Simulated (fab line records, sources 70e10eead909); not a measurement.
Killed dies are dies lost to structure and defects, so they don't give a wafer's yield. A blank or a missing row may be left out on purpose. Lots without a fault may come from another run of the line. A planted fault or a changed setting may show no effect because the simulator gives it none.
Chamber matching | flow nand_harc | NHARC_A_STAIRCASE_DEP_417 on pecvd-04: 3 sister chambers
The step deposits Si3N4, target thk 60 nm. 3 wafers are shown with their chamber, then 7 later ones without.

WAFERS WITH THEIR CHAMBER
wafer  | chamber | heater_power_w (W)
L089.3 | 1       | 719
L090.4 | 0       | 717
L090.5 | 2       | 639

WAFERS WITHOUT THEIR CHAMBER
wafer  | heater_power_w (W)
L090.6 | 735
L095.3 | 739
L095.4 | 636
L095.6 | 661
L096.1 | 865
L096.4 | 731
L096.6 | 656

WHICH CHAMBER EACH WENT THROUGH
wafer  | from the rows above          | in truth
L090.6 | can't be placed: 1 or 0 or 2 | 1
L095.3 | can't be placed: 1 or 0 or 2 | 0
L095.4 | can't be placed: 2 or 0 or 1 | 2
L095.6 | can't be placed: 2 or 0 or 1 | 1
L096.1 | can't be placed: 1 or 0 or 2 | 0
L096.4 | can't be placed: 1 or 0 or 2 | 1
L096.6 | can't be placed: 2 or 0 or 1 | 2
Placed correctly: 0 of 7. Can't be placed from these rows: 7 (the true chamber is among the candidates in 7). Placed wrongly: 0.
How it was worked out, from the rows above alone: a wafer's distance from a chamber is the root of the sum, over the readings, of the square of ((its reading less the chamber's mean) divided by the reading's scatter). The wafer belongs to the nearest chamber; if the next one is less than 2 further off, it can't be placed. A chamber's mean is the mean of its shown wafers. The scatter: with one shown wafer a chamber, the root of the mean of the squares of how far each hidden wafer lies from its nearest shown one.
